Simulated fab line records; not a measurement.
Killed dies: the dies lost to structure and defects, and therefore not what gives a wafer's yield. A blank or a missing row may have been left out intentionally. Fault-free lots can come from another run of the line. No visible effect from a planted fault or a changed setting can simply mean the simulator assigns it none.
Which tool did it?	flow n5_finfet	8 lots with 24 wafers sampled at 6 steps, on a route of 1938 steps

## WHAT THE GAUGES READ, wafer by wafer
N5_BEOL_M4_RC_MEAS_101. Usual: DIBL_N 36.3 mV/V, standard deviation 1.2; DIBL_P 36.3 mV/V, standard deviation 1.4; IOFF_N 0.160 nA/um, standard deviation 0.02; IOFF_P 0.210 nA/um, standard deviation 0.025; ION_N 675 uA/um, standard deviation 9.5; ION_P 462 uA/um, standard deviation 7; SS_N 71.5 mV/dec, standard deviation 0.53; SS_P 73.4 mV/dec, standard deviation 0.55; VT_N 249.5 mV, standard deviation 2.6; VT_P -250.1 mV, standard deviation 2.9.
lot	measured	on	DIBL_N (mV/V)	DIBL_P (mV/V)	IOFF_N (nA/um)	IOFF_P (nA/um)	ION_N (uA/um)	ION_P (uA/um)	SS_N (mV/dec)	SS_P (mV/dec)	VT_N (mV)	VT_P (mV)	flag
L176	day 8 23:34	prober-01	34.6 34.2 36.5	33.6 32.9 36.7	0.135 0.121 0.167	0.161 0.154 0.203	666 663 674	450 452 462	72.3 71.7 72.4	72.7 73.2 73.9	252.2 251.1 250.2	-252.7 -256.1 -251.2	
L177	day 9 18:37	prober-02	36.3 34.5 35.9	34.9 32.6 34.7	0.153 0.122 0.137	0.215 0.183 0.208	677 668 664	470 466 461	71.7 70.6 70.9	73.4 73.0 74.0	250.1 249.7 249.9	-252.6 -251.5 -249.6	
L178	day 9 18:59	prober-01	35.4 35.3 35.5	37.2 36.7 36.8	0.147 0.145 0.142	0.184 0.182 0.176	676 670 670	449 456 454	71.5 71.5 72.1	72.9 73.2 73.9	252.4 252.5 255.6	-253.0 -253.3 -251.6	
L191	day 14 17:20	prober-01	37.6 37.5 35.9	37.1 38.0 35.6	0.161 0.166 0.140	0.217 0.232 0.205	668 672 672	463 459 463	72.0 72.5 71.4	73.6 74.2 73.5	248.7 250.3 249.4	-250.7 -246.4 -251.9	
L193	day 15 02:28	prober-02	36.9 39.5 38.2	37.5 40.0 38.9	0.162 0.206 0.186	0.215 0.265 0.236	668 685 674	463 464 457	71.9 71.7 71.6	73.5 74.6 74.7	250.5 248.3 249.9	-248.9 -246.1 -248.1	
L194	day 15 02:38	prober-01	38.0 35.9 35.7	38.8 35.7 35.6	0.173 0.131 0.134	0.213 0.184 0.183	667 659 650	454 449 449	71.4 70.8 71.6	73.9 73.0 72.8	249.4 253.3 253.9	-251.8 -254.3 -253.9	

## WHICH TOOL RAN EACH LOT (tool, then ch and the chambers of the sampled wafers, then the start)
lot	N5_DUMMY_GATE_ETCH_44	N5_SD_EPI_N_ETCH_34	N5_SD_EPI_N_ETCH_35	N5_SD_EPI_N_ETCH_16	N5_SD_EPI_N_STRIP_38
L176	rie_si-02 ch 2,3, day 3 08:43	rie_diel-03 ch 0,3, day 3 11:25	rie_diel-03 ch 0,3, day 3 11:29	rie_diel-03 ch 0,3, day 3 12:17	plasma_asher-01 ch 0,1, day 3 12:28
L177	rie_si-02 ch 1,3, day 3 11:50	rie_diel-06 ch 0,1,3, day 3 13:34	rie_diel-06 ch 0,1,3, day 3 13:37	rie_diel-06 ch 0,1,3, day 3 14:08	plasma_asher-01 ch 0,1, day 3 14:22
L178	rie_si-02 ch 1,2,3, day 3 19:08	rie_diel-05 ch 0,1, day 3 20:58	rie_diel-05 ch 0,1, day 3 21:01	rie_diel-05 ch 0,1, day 3 21:32	plasma_asher-01 ch 0,1, day 3 21:44
L188	rie_si-02 ch 0,1,2, day 6 07:10	rie_diel-05 ch 1,2, day 6 08:44	rie_diel-05 ch 1,2, day 6 08:47	rie_diel-05 ch 1,2, day 6 09:19	plasma_asher-01 ch 0,1, day 6 09:29
L189	rie_si-04 ch 0,2,3, day 6 10:07	rie_diel-06 ch 0,2,3, day 6 11:49	rie_diel-06 ch 0,2,3, day 6 11:52	rie_diel-06 ch 0,2,3, day 6 12:24	plasma_asher-02 ch 0,1, day 6 12:34
L191	rie_si-02 ch 0,1,3, day 7 03:37	rie_diel-06 ch 1,2,3, day 7 05:18	rie_diel-06 ch 1,2,3, day 7 05:22	rie_diel-06 ch 1,2,3, day 7 05:53	plasma_asher-02 ch 0,1, day 7 06:10
L193	rie_si-05 ch 1,3, day 7 12:02	rie_diel-05 ch 1,2,3, day 7 13:34	rie_diel-05 ch 1,2,3, day 7 13:37	rie_diel-05 ch 1,2,3, day 7 14:08	plasma_asher-01 ch 0,1, day 7 14:20
L194	rie_si-02 ch 0,1,2, day 7 19:35	rie_diel-05 ch 0,2,3, day 7 21:04	rie_diel-05 ch 0,2,3, day 7 21:07	rie_diel-05 ch 0,2,3, day 7 21:38	plasma_asher-01 ch 0,1, day 7 21:49
- N5_DUMMY_GATE_ETCH_44: etches poly-Si in HBr/O2, stops on SiO2, target depth 127.5 nm.
- N5_SD_EPI_N_ETCH_34: etches SiARC in CF4, target depth 45.5 nm, time 75.8 s.
- N5_SD_EPI_N_ETCH_35: etches SOC in N2/H2, overetch 108 nm, time 486 s.
- N5_SD_EPI_N_ETCH_16: etches SiO2 in CHF3/O2, target depth 5 nm.
- N5_SD_EPI_N_STRIP_38: strips in N2/H2.

## AS READ BY THE TOOLS THEMSELVES (means over the sampled wafers that have a number; for cases with no such wafer, the mark the record gives instead)
N5_DUMMY_GATE_ETCH_44. Usual: HBr_flow_sccm 120.0 sccm, standard deviation 0.34; O2_flow_sccm 9.994 sccm, standard deviation 0.028; drypump_motor_current_A 5.5 A, standard deviation 0.34; oes_product_au 0.726 a.u., standard deviation 0.0091; throttle_valve_pct 18.46 %, standard deviation 0.2.
lot	tool	HBr_flow_sccm (sccm)	O2_flow_sccm (sccm)	drypump_motor_current_A (A)	oes_product_au (a.u.)	throttle_valve_pct (%)	flag
L176	rie_si-02	119.9	9.998	5.4	0.736	18.55	
L177	rie_si-02	119.9	10.028	5.2	0.730	18.59	
L178	rie_si-02	120.2	9.972	5.4	0.725	18.49	
L188	rie_si-02	119.8	10.015	5.6	0.723	18.45	
L189	rie_si-04	119.7	9.986	5.2	0.725	18.45	
L191	rie_si-02	119.9	9.988	5.5	0.718	18.55	
L193	rie_si-05	119.8	9.952	5.9	0.725	18.50	
L194	rie_si-02	120.3	9.988	5.6	0.721	18.45	

N5_SD_EPI_N_ETCH_34. Usual: bias_w 36.00 W, standard deviation 0.095; cf4_flow_sccm 100.00 sccm, standard deviation 0.29; drypump_motor_current_A 5.47 A, standard deviation 0.21; etch_rf_on_time_s 76.1 s, standard deviation 1; oes_product_au 0.69 a.u., standard deviation 0.07; rf_vpp_V 184.0 V, standard deviation 1.2; showerhead_plenum_p_Torr 2.14 Torr, standard deviation 0.065; throttle_valve_pct 15.56 %, standard deviation 0.23.
lot	tool	bias_w (W)	cf4_flow_sccm (sccm)	drypump_motor_current_A (A)	etch_rf_on_time_s (s)	oes_product_au (a.u.)	rf_vpp_V (V)	showerhead_plenum_p_Torr (Torr)	throttle_valve_pct (%)	flag
L176	rie_diel-03	35.89	99.96	5.34	76.2	0.76	184.5	2.18	15.64	
L177	rie_diel-06	36.05	100.17	5.56	75.2	0.70	183.8	2.13	15.47	
L178	rie_diel-05	36.03	99.96	5.40	77.9	0.63	184.5	2.21	15.83	
L188	rie_diel-05	-	-	-	-	-	-	-	-	OFF
L189	rie_diel-06	-	-	-	-	-	-	-	-	OFF
L191	rie_diel-06	36.06	100.03	5.48	74.9	0.67	183.5	2.15	15.43	
L193	rie_diel-05	36.03	99.98	5.67	77.5	0.66	183.5	2.17	15.60	
L194	rie_diel-05	35.98	100.20	5.54	77.5	0.68	185.1	2.18	15.63	

N5_SD_EPI_N_ETCH_35. Usual: bias_w 133.0 W, standard deviation 0.4; chamber_pressure_mTorr 19.998 mTorr, standard deviation 0.017; drypump_motor_current_A 5.48 A, standard deviation 0.21; oes_product_au 0.72 a.u., standard deviation 0.07; rf_vpp_V 240.7 V, standard deviation 1.3; showerhead_plenum_p_Torr 2.54 Torr, standard deviation 0.082; temp_c 40.00 C, standard deviation 0.11; throttle_valve_pct 23.74 %, standard deviation 0.24.
lot	tool	bias_w (W)	chamber_pressure_mTorr (mTorr)	drypump_motor_current_A (A)	oes_product_au (a.u.)	rf_vpp_V (V)	showerhead_plenum_p_Torr (Torr)	temp_c (C)	throttle_valve_pct (%)	flag
L176	rie_diel-03	132.7	20.004	5.35	0.79	241.0	2.58	39.98	23.78	
L177	rie_diel-06	132.8	19.986	5.59	0.73	240.1	2.53	40.03	23.82	
L178	rie_diel-05	132.5	19.984	5.41	0.66	241.3	2.63	40.01	24.11	
L188	rie_diel-05	132.2	19.987	5.66	0.27	240.9	2.58	40.01	23.78	OFF
L189	rie_diel-06	133.0	19.998	5.38	0.29	240.0	2.50	39.96	23.66	OFF
L191	rie_diel-06	133.2	19.993	5.49	0.70	240.8	2.55	39.95	23.71	
L193	rie_diel-05	133.0	20.009	5.70	0.70	241.1	2.57	40.06	23.76	
L194	rie_diel-05	132.9	19.999	5.54	0.72	242.4	2.58	40.06	23.73	

N5_SD_EPI_N_ETCH_16. Usual: CHF3_flow_sccm 50.00 sccm, standard deviation 0.16; O2_flow_sccm 5.002 sccm, standard deviation 0.016; drypump_motor_current_A 5.47 A, standard deviation 0.21; oes_product_au 0.81 a.u., standard deviation 0.081; rf_vpp_V 526 V, standard deviation 3.9; showerhead_plenum_p_Torr 2.41 Torr, standard deviation 0.072; throttle_valve_pct 18.85 %, standard deviation 0.22.
lot	tool	CHF3_flow_sccm (sccm)	O2_flow_sccm (sccm)	drypump_motor_current_A (A)	oes_product_au (a.u.)	rf_vpp_V (V)	showerhead_plenum_p_Torr (Torr)	throttle_valve_pct (%)	flag
L176	rie_diel-03	49.98	5.005	5.35	0.89	526	2.45	18.95	
L177	rie_diel-06	49.77	5.009	5.59	0.82	526	2.41	18.78	
L178	rie_diel-05	50.04	4.987	5.41	0.74	526	2.49	19.09	
L188	rie_diel-05	50.02	4.994	5.66	0.71	529	2.45	18.99	
L189	rie_diel-06	50.03	5.004	5.36	0.77	528	2.38	18.92	
L191	rie_diel-06	49.98	5.002	5.48	0.79	528	2.43	18.71	
L193	rie_diel-05	49.91	4.996	5.67	0.77	528	2.44	18.87	
L194	rie_diel-05	50.03	4.992	5.55	0.79	526	2.45	18.89	

N5_SD_EPI_N_STRIP_38. Usual: drypump_motor_current_A 5.7 A, standard deviation 0.67; heater_power_w 327 W, standard deviation 51; oes_product_au 0.761 a.u., standard deviation 0.011; temp_c 250.02 C, standard deviation 0.19.
lot	tool	drypump_motor_current_A (A)	heater_power_w (W)	oes_product_au (a.u.)	temp_c (C)	flag
L176	plasma_asher-01	5.4	303	0.764	249.88	
L177	plasma_asher-01	5.1	324	0.752	249.96	
L178	plasma_asher-01	5.1	320	0.748	249.93	
L188	plasma_asher-01	5.1	329	0.760	250.19	
L189	plasma_asher-02	6.2	321	0.764	249.97	
L191	plasma_asher-02	6.4	365	0.766	250.08	
L193	plasma_asher-01	5.4	302	0.768	249.81	
L194	plasma_asher-01	5.1	326	0.759	250.06	

## THE ANSWER, worked out from the rows above alone
Rule: take the mean of a lot's wafers that have a number; if it is more than 3 standard deviations from the usual mean, the lot is off. Also off: a lot with no number at a reading for which 4 or more lots have one. Where the step has rows for the other lots, those lots are counted as sound. Order of review: gauges by route order, followed by the tools' own readings, for which a lot's mean as printed above is used. At the first step where some lot is off, the reading lying furthest off is the one used; lots without a number count as furthest.
Off: L188, L189 (N5_SD_EPI_N_ETCH_34, bias_w). Without a number there: L188, L189.
If a tool, at that step or one of the process steps before it, ran each lot that is off and ran no sound lot following the first of them, it fits. Not one of the candidates tried fits.

## WHAT HAD BEEN PUT IN BY THE SIMULATOR
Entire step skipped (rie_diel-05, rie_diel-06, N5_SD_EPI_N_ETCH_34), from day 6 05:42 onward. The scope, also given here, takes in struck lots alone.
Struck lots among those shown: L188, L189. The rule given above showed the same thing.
